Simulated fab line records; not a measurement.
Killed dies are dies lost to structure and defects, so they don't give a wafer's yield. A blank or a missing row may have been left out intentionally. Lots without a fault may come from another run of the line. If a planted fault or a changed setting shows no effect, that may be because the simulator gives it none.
Split-lot experiment :: flow n5-finfet :: on a route of 1938 steps: 7 lots, 39 wafers read

THE SPLIT ITSELF
At N5_MOL_CONTACT_COAG_ALD_123 (deposits SiNx, target thk 5 nm, pulse time 1 s, purge time 2 s), the setting ald-cycles was moved away from the recipe's 100 on 6 of the 39 wafers read, by -50.0% to +21.0%. All remaining wafers had this setting at the recipe value.

FROM THE SPLIT TO THE READING: what the file shows between them, 4 steps
- N5_MOL_CONTACT_COAG_PECVD_31: deposits SiO2 from TEOS/O2, target thk 46 nm, time 8.9 s
- N5_MOL_CONTACT_COAG_COAT_75: time 60 s, resist thk 60 nm
- N5_MOL_CONTACT_COAG_STRIP_120: strips in CHF3
- N5_MOL_CONTACT_COAG_VIA_ETCH_117: etches SiO2 in C4F6/O2, target depth 40 nm, overetch 8 nm, time 26 s

THE READING
etch.depth-nm (the simulator's own value, which no gauge read), in nm, at N5_MOL_CONTACT_COAG_ETCH_124 (etches SiNx in CH3F/O2, stops on SiOC, target depth 6.5 nm). There is no usual value for it anywhere in the file. Across the 33 wafers here that went through the recipe, the average is 5.004 nm and the standard deviation 0.016 nm.

wafer: L081.1
tool, chamber at the split: ald-sin-02, 0,1
ald-cycles as run: 50
against the recipe: -50.0%
etch.depth-nm, nm: 2.489
against lot-mates on the recipe: -2.522

wafer: L081.2
tool, chamber at the split: ald-sin-02, 1,3,2
ald-cycles as run: 100
against the recipe: recipe
etch.depth-nm, nm: 5.003
against lot-mates on the recipe: -

wafer: L081.3
tool, chamber at the split: ald-sin-02, 1,3,2
ald-cycles as run: 100
against the recipe: recipe
etch.depth-nm, nm: 4.999
against lot-mates on the recipe: -

wafer: L081.4
tool, chamber at the split: ald-sin-02, 1,3,2
ald-cycles as run: 100
against the recipe: recipe
etch.depth-nm, nm: 5.031
against lot-mates on the recipe: -

wafer: L081.5
tool, chamber at the split: ald-sin-02, 0,1
ald-cycles as run: 50
against the recipe: -50.0%
etch.depth-nm, nm: 2.491
against lot-mates on the recipe: -2.520

wafer: L081.6
tool, chamber at the split: ald-sin-02, 2
ald-cycles as run: 50
against the recipe: -50.0%
etch.depth-nm, nm: 2.52
against lot-mates on the recipe: -2.491

wafer: L084.4
tool, chamber at the split: ald-sin-01, 0,1,0
ald-cycles as run: 100
against the recipe: recipe
etch.depth-nm, nm: 5.001
against lot-mates on the recipe: -

wafer: L084.5
tool, chamber at the split: ald-sin-01, 0,1,0
ald-cycles as run: 100
against the recipe: recipe
etch.depth-nm, nm: 5.006
against lot-mates on the recipe: -

wafer: L084.6
tool, chamber at the split: ald-sin-01, 0,1,0
ald-cycles as run: 100
against the recipe: recipe
etch.depth-nm, nm: 4.984
against lot-mates on the recipe: -

wafer: L085.1
tool, chamber at the split: ald-sin-03, 1,3,2,0,2,3
ald-cycles as run: 100
against the recipe: recipe
etch.depth-nm, nm: 5.011
against lot-mates on the recipe: -

wafer: L085.5
tool, chamber at the split: ald-sin-03, 1,3,2,0,2,3
ald-cycles as run: 100
against the recipe: recipe
etch.depth-nm, nm: 5.011
against lot-mates on the recipe: -

wafer: L085.2
tool, chamber at the split: ald-sin-03, 1,3,2,0,2,3
ald-cycles as run: 100
against the recipe: recipe
etch.depth-nm, nm: 5.01
against lot-mates on the recipe: -

wafer: L085.3
tool, chamber at the split: ald-sin-03, 1,3,2,0,2,3
ald-cycles as run: 100
against the recipe: recipe
etch.depth-nm, nm: 4.99
against lot-mates on the recipe: -

wafer: L085.4
tool, chamber at the split: ald-sin-03, 1,3,2,0,2,3
ald-cycles as run: 100
against the recipe: recipe
etch.depth-nm, nm: 5.016
against lot-mates on the recipe: -

wafer: L085.6
tool, chamber at the split: ald-sin-03, 1,3,2,0,2,3
ald-cycles as run: 100
against the recipe: recipe
etch.depth-nm, nm: 5.033
against lot-mates on the recipe: -

wafer: L091.1
tool, chamber at the split: ald-sin-02, 0,1,3,2,2,1
ald-cycles as run: 100
against the recipe: recipe
etch.depth-nm, nm: 5.025
against lot-mates on the recipe: -

wafer: L091.2
tool, chamber at the split: ald-sin-02, 0,1,3,2,2,1
ald-cycles as run: 100
against the recipe: recipe
etch.depth-nm, nm: 5.007
against lot-mates on the recipe: -

wafer: L091.3
tool, chamber at the split: ald-sin-02, 0,1,3,2,2,1
ald-cycles as run: 100
against the recipe: recipe
etch.depth-nm, nm: 4.996
against lot-mates on the recipe: -

wafer: L091.4
tool, chamber at the split: ald-sin-02, 0,1,3,2,2,1
ald-cycles as run: 100
against the recipe: recipe
etch.depth-nm, nm: 4.987
against lot-mates on the recipe: -

wafer: L091.5
tool, chamber at the split: ald-sin-02, 0,1,3,2,2,1
ald-cycles as run: 100
against the recipe: recipe
etch.depth-nm, nm: 5.026
against lot-mates on the recipe: -

wafer: L091.6
tool, chamber at the split: ald-sin-02, 0,1,3,2,2,1
ald-cycles as run: 100
against the recipe: recipe
etch.depth-nm, nm: 4.999
against lot-mates on the recipe: -

wafer: L090.1
tool, chamber at the split: ald-sin-02, 1,0,2,3,1,2
ald-cycles as run: 100
against the recipe: recipe
etch.depth-nm, nm: 4.99
against lot-mates on the recipe: -

wafer: L090.2
tool, chamber at the split: ald-sin-02, 1,0,2,3,1,2
ald-cycles as run: 100
against the recipe: recipe
etch.depth-nm, nm: 4.998
against lot-mates on the recipe: -

wafer: L090.3
tool, chamber at the split: ald-sin-02, 1,0,2,3,1,2
ald-cycles as run: 100
against the recipe: recipe
etch.depth-nm, nm: 4.995
against lot-mates on the recipe: -

wafer: L090.4
tool, chamber at the split: ald-sin-02, 1,0,2,3,1,2
ald-cycles as run: 100
against the recipe: recipe
etch.depth-nm, nm: 4.973
against lot-mates on the recipe: -

wafer: L090.5
tool, chamber at the split: ald-sin-02, 1,0,2,3,1,2
ald-cycles as run: 100
against the recipe: recipe
etch.depth-nm, nm: 4.997
against lot-mates on the recipe: -

wafer: L090.6
tool, chamber at the split: ald-sin-02, 1,0,2,3,1,2
ald-cycles as run: 100
against the recipe: recipe
etch.depth-nm, nm: 4.968
against lot-mates on the recipe: -

wafer: L096.1
tool, chamber at the split: ald-sin-01, 3,1,0
ald-cycles as run: 100
against the recipe: recipe
etch.depth-nm, nm: 5.011
against lot-mates on the recipe: -

wafer: L096.2
tool, chamber at the split: ald-sin-01, 0,3,1
ald-cycles as run: 121
against the recipe: +21.0%
etch.depth-nm, nm: 6.085
against lot-mates on the recipe: +1.063

wafer: L096.3
tool, chamber at the split: ald-sin-01, 3,1,0
ald-cycles as run: 100
against the recipe: recipe
etch.depth-nm, nm: 5.03
against lot-mates on the recipe: -

wafer: L096.4
tool, chamber at the split: ald-sin-01, 0,3,1
ald-cycles as run: 121
against the recipe: +21.0%
etch.depth-nm, nm: 6.066
against lot-mates on the recipe: +1.044

wafer: L096.5
tool, chamber at the split: ald-sin-01, 3,1,0
ald-cycles as run: 100
against the recipe: recipe
etch.depth-nm, nm: 5.026
against lot-mates on the recipe: -

wafer: L096.6
tool, chamber at the split: ald-sin-01, 0,3,1
ald-cycles as run: 121
against the recipe: +21.0%
etch.depth-nm, nm: 6.046
against lot-mates on the recipe: +1.024

wafer: L097.1
tool, chamber at the split: ald-sin-02, 2,0,3,1,2,1
ald-cycles as run: 100
against the recipe: recipe
etch.depth-nm, nm: 5.001
against lot-mates on the recipe: -

wafer: L097.2
tool, chamber at the split: ald-sin-02, 2,0,3,1,2,1
ald-cycles as run: 100
against the recipe: recipe
etch.depth-nm, nm: 5.012
against lot-mates on the recipe: -

wafer: L097.3
tool, chamber at the split: ald-sin-02, 2,0,3,1,2,1
ald-cycles as run: 100
against the recipe: recipe
etch.depth-nm, nm: 4.997
against lot-mates on the recipe: -

wafer: L097.4
tool, chamber at the split: ald-sin-02, 2,0,3,1,2,1
ald-cycles as run: 100
against the recipe: recipe
etch.depth-nm, nm: 4.976
against lot-mates on the recipe: -

wafer: L097.5
tool, chamber at the split: ald-sin-02, 2,0,3,1,2,1
ald-cycles as run: 100
against the recipe: recipe
etch.depth-nm, nm: 5.006
against lot-mates on the recipe: -

wafer: L097.6
tool, chamber at the split: ald-sin-02, 2,0,3,1,2,1
ald-cycles as run: 100
against the recipe: recipe
etch.depth-nm, nm: 5.018
against lot-mates on the recipe: -
Rows listing several chambers each stand for several wafers; the file does not say which wafer went through which chamber.

FIT RESULTS
A straight line over all 39 wafers: etch.depth-nm changes by +0.0502 nm for each +1% of ald-cycles; r = +1.00; the points scatter about the line by 0.017 nm.
The same after taking each lot's own level away (the mean of its wafers on the recipe; 39 wafers): +0.0501 nm for each +1%; r = +1.00; scatter 0.014 nm.
The reading moves by 2.5 nm for the largest change in ald-cycles, on that fit.
Measured against the standard deviation above, the lots' own levels, which go from 4.9868 to 5.0223 nm, span 2.2 times it.
The two slopes are in agreement: the lot-to-lot level therefore moves the slope only a little.
Check: with one of the wafers moved furthest among these (-50.0%) left out of the fit, the line predicts -2.5 nm for it against its lot-mates. Against them it came out at -2.52 nm.

THE WHOLE CHAIN: every reading that the file lists as answering this split, in the file's order
step: N5_MOL_CONTACT_COAG_ALD_123
what it does: deposits SiNx, target thk 5 nm, pulse time 1 s, purge time 2 s
reading: SiNx_of_MOL_CONTACT_COAG_ALD_123.thk-nm (the simulator's own value, which no gauge read)
change (the file's fit): +0.0502 nm for each +1% of the setting
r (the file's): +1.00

step: N5_MOL_CONTACT_COAG_ETCH_124
what it does: etches SiNx in CH3F/O2, stops on SiOC, target depth 6.5 nm
reading: etch.depth-nm (the simulator's own value, which no gauge read)
change (the file's fit): +0.0501 nm for each +1% of the setting
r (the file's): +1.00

FILE'S OWN FIT
etch.depth-nm changes by +0.0501 nm for each +1% of ald-cycles, r = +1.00.
